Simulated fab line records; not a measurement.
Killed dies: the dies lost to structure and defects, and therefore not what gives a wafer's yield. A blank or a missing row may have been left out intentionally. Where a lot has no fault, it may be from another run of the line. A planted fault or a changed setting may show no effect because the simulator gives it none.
Chamber matching ; flow n5 finfet ; N5_BEOL_M0_SAQP_DESCUM_19 on rie diel-03: 4 sister chambers
The step chemistry O2, time 7.9 s. 4 wafers are shown with their chamber, then 10 later ones without.

== WAFERS, EACH WITH ITS CHAMBER ==
wafer;chamber;oes product au (a.u.)
L082.1;0;0.69
L082.3;1;0.77
L084.2;2;0.98
L084.3;3;0.70

== WAFERS WITH NO CHAMBER GIVEN ==
wafer;oes product au (a.u.)
L084.4;0.70
L086.1;0.99
L086.2;0.96
L086.6;0.99
L092.2;0.74
L092.4;0.92
L092.6;0.68
L095.1;0.68
L095.2;0.75
L095.5;0.94

== CHAMBER TAKEN BY EACH ==
wafer;from the rows above;in truth
L084.4;can't be placed: 3 or 0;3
L086.1;2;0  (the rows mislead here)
L086.2;2;2
L086.6;2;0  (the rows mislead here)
L092.2;can't be placed: 1 or 3 or 0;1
L092.4;2;2
L092.6;can't be placed: 0 or 3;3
L095.1;can't be placed: 0 or 3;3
L095.2;can't be placed: 1 or 3 or 0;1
L095.5;2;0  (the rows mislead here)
Placed correctly: 2 of 10. Cannot be placed on the basis of these rows: 5; the candidates contain the true chamber in 5. Number placed wrongly: 3.
How it was worked out, from the rows above alone: a wafer's distance from a chamber is the root of the sum, over the readings, of the square of ((its reading less the chamber's mean) divided by the reading's scatter). The wafer belongs to the nearest chamber; if the next one is less than 2 further off, it can't be placed. For every chamber, the mean is computed from those of its wafers that are shown. The scatter: with one shown wafer a chamber, the root of the mean of the squares of how far each hidden wafer lies from its nearest shown one.
